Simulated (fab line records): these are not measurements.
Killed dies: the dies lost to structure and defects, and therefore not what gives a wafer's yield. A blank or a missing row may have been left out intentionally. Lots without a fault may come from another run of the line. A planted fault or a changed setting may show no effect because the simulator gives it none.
What tool caused it? || flow n5Finfet || Sampling: 24 lots, 72 wafers, 2 of 1938 route steps

== WHAT EACH GAUGE READ, for each wafer ==
N5_BEOL_M10_OVL_MEAS_12. Usual: M10_OVL -0.7 nm, standard deviation 0.8.
{"lot": "L074", "measured": "day 9 15:36", "on": "overlay-01", "M10_OVL (nm)": "-0.1 -0.2 0.3", "flag": ""}
{"lot": "L075", "measured": "day 9 23:34", "on": "overlay-01", "M10_OVL (nm)": "-2.2 -1.7 -2.0", "flag": ""}
{"lot": "L076", "measured": "day 10 04:37", "on": "overlay-02", "M10_OVL (nm)": "0.0 -0.3 -0.3", "flag": ""}
{"lot": "L078", "measured": "day 10 12:10", "on": "overlay-01", "M10_OVL (nm)": "-0.3 -1.4 -0.2", "flag": ""}
{"lot": "L077", "measured": "day 10 12:26", "on": "overlay-01", "M10_OVL (nm)": "0.1 0.0 0.2", "flag": ""}
{"lot": "L079", "measured": "day 11 03:59", "on": "overlay-02", "M10_OVL (nm)": "-0.6 -0.8 -0.6", "flag": ""}
{"lot": "L080", "measured": "day 11 09:29", "on": "overlay-02", "M10_OVL (nm)": "-1.5 -1.4 -0.4", "flag": ""}
{"lot": "L081", "measured": "day 11 19:07", "on": "overlay-02", "M10_OVL (nm)": "-0.5 -0.1 0.3", "flag": ""}
{"lot": "L083", "measured": "day 12 06:34", "on": "overlay-02", "M10_OVL (nm)": "-1.3 -1.5 -1.0", "flag": ""}
{"lot": "L082", "measured": "day 12 06:43", "on": "overlay-01", "M10_OVL (nm)": "-2.0 -1.3 -1.8", "flag": ""}
{"lot": "L085", "measured": "day 12 10:55", "on": "overlay-01", "M10_OVL (nm)": "-0.5 -0.5 -0.2", "flag": ""}
{"lot": "L084", "measured": "day 12 15:48", "on": "overlay-02", "M10_OVL (nm)": "-1.2 -1.4 -1.0", "flag": ""}
{"lot": "L086", "measured": "day 13 02:43", "on": "overlay-01", "M10_OVL (nm)": "-0.2 -0.7 -2.0", "flag": ""}
{"lot": "L087", "measured": "day 13 06:49", "on": "overlay-01", "M10_OVL (nm)": "0.3 0.5 0.4", "flag": ""}
{"lot": "L088", "measured": "day 13 07:02", "on": "overlay-02", "M10_OVL (nm)": "-2.2 -2.2 -1.9", "flag": ""}
{"lot": "L089", "measured": "day 13 08:43", "on": "overlay-01", "M10_OVL (nm)": "-0.9 -0.3 -0.7", "flag": ""}
{"lot": "L090", "measured": "day 13 23:10", "on": "overlay-01", "M10_OVL (nm)": "-1.5 -1.7 -1.3", "flag": ""}
{"lot": "L091", "measured": "day 14 02:20", "on": "overlay-01", "M10_OVL (nm)": "-0.3 -1.0 -1.0", "flag": ""}
{"lot": "L092", "measured": "day 14 07:44", "on": "overlay-02", "M10_OVL (nm)": "0.0 -1.0 0.6", "flag": ""}
{"lot": "L095", "measured": "day 15 05:17", "on": "overlay-01", "M10_OVL (nm)": "1.2 1.9 0.1", "flag": ""}
{"lot": "L093", "measured": "day 15 05:30", "on": "overlay-01", "M10_OVL (nm)": "-1.3 -1.4 -0.6", "flag": ""}
{"lot": "L094", "measured": "day 15 05:40", "on": "overlay-02", "M10_OVL (nm)": "-0.6 0.1 -1.4", "flag": ""}
{"lot": "L096", "measured": "day 15 16:34", "on": "overlay-02", "M10_OVL (nm)": "-1.3 -0.9 -1.7", "flag": ""}
{"lot": "L097", "measured": "day 15 20:49", "on": "overlay-01", "M10_OVL (nm)": "-0.4 -2.4 0.1", "flag": ""}

N5_BEOL_M10_OVL_MEAS_29. Usual: V9_OVL -0.1 nm, standard deviation 0.7.
{"lot": "L074", "measured": "day 9 17:40", "on": "overlay-01", "V9_OVL (nm)": "-1.0 0.0 -0.2", "flag": ""}
{"lot": "L075", "measured": "day 10 00:59", "on": "overlay-01", "V9_OVL (nm)": "0.5 -0.2 -0.4", "flag": ""}
{"lot": "L076", "measured": "day 10 06:59", "on": "overlay-01", "V9_OVL (nm)": "0.4 0.0 0.7", "flag": ""}
{"lot": "L078", "measured": "day 10 16:23", "on": "overlay-01", "V9_OVL (nm)": "0.5 2.5 1.3", "flag": ""}
{"lot": "L077", "measured": "day 10 16:02", "on": "overlay-01", "V9_OVL (nm)": "-0.4 -0.5 -0.5", "flag": ""}
{"lot": "L079", "measured": "day 11 09:02", "on": "overlay-02", "V9_OVL (nm)": "0.3 -0.5 -0.2", "flag": ""}
{"lot": "L080", "measured": "day 11 11:35", "on": "overlay-02", "V9_OVL (nm)": "-0.8 -1.2 0.5", "flag": ""}
{"lot": "L081", "measured": "day 11 21:55", "on": "overlay-02", "V9_OVL (nm)": "-0.3 -1.8 -0.8", "flag": ""}
{"lot": "L083", "measured": "day 12 07:32", "on": "overlay-02", "V9_OVL (nm)": "-0.5 -1.1 -1.1", "flag": ""}
{"lot": "L082", "measured": "day 12 08:02", "on": "overlay-01", "V9_OVL (nm)": "-0.1 -0.5 -0.1", "flag": ""}
{"lot": "L085", "measured": "day 12 14:35", "on": "overlay-02", "V9_OVL (nm)": "-0.1 -0.5 -0.1", "flag": ""}
{"lot": "L084", "measured": "day 12 16:45", "on": "overlay-01", "V9_OVL (nm)": "-1.0 -0.4 0.0", "flag": ""}
{"lot": "L086", "measured": "day 13 05:28", "on": "overlay-02", "V9_OVL (nm)": "-0.4 -0.5 0.0", "flag": ""}
{"lot": "L087", "measured": "day 13 07:52", "on": "overlay-01", "V9_OVL (nm)": "-0.1 1.0 1.5", "flag": ""}
{"lot": "L088", "measured": "day 13 08:16", "on": "overlay-01", "V9_OVL (nm)": "-0.5 -0.8 -0.7", "flag": ""}
{"lot": "L089", "measured": "day 13 09:37", "on": "overlay-01", "V9_OVL (nm)": "0.3 0.8 1.0", "flag": ""}
{"lot": "L090", "measured": "day 14 01:09", "on": "overlay-02", "V9_OVL (nm)": "1.4 1.6 1.0", "flag": ""}
{"lot": "L091", "measured": "day 14 05:25", "on": "overlay-01", "V9_OVL (nm)": "-0.1 -0.8 -0.3", "flag": ""}
{"lot": "L092", "measured": "day 14 09:37", "on": "overlay-02", "V9_OVL (nm)": "0.2 -0.4 0.2", "flag": ""}
{"lot": "L095", "measured": "day 15 06:14", "on": "overlay-01", "V9_OVL (nm)": "0.6 1.4 0.5", "flag": ""}
{"lot": "L093", "measured": "day 15 09:05", "on": "overlay-01", "V9_OVL (nm)": "-0.3 -0.5 -0.1", "flag": ""}
{"lot": "L094", "measured": "day 15 08:55", "on": "overlay-02", "V9_OVL (nm)": "-0.2 0.3 -0.6", "flag": ""}
{"lot": "L096", "measured": "day 15 17:31", "on": "overlay-01", "V9_OVL (nm)": "-0.2 -0.2 -0.2", "flag": ""}
{"lot": "L097", "measured": "day 15 22:07", "on": "overlay-02", "V9_OVL (nm)": "0.5 -0.2 0.3", "flag": ""}

== WHAT TOOL EACH LOT RAN ON (gives the tool, then ch and the chambers of the sampled wafers, and finally the start) ==
Record: no process step prior to these readings.

== AS READ BY THE TOOLS THEMSELVES (means over the sampled wafers that have a number; for cases with no such wafer, the mark the record gives instead) ==
The record holds no such reading with a usual standard deviation.

== THE ANSWER, worked out from the rows above alone ==
Rule: take the mean of a lot's wafers that have a number; if it is more than 3 standard deviations from the usual mean, the lot is off. Also off: a lot with no number at a reading for which 4 or more lots have one. Any other lot the step has rows for is counted as sound. Order of review: gauges by route order, followed by the tools' own readings, for which a lot's mean as printed above is used. The first step at which some lot is off is used, and at that step the reading that is off furthest; a lot without a number counts as furthest.
No lot is off on any of the readings shown, so nothing can be concluded from this.

== WHAT THE SIMULATOR HAD INSERTED ==
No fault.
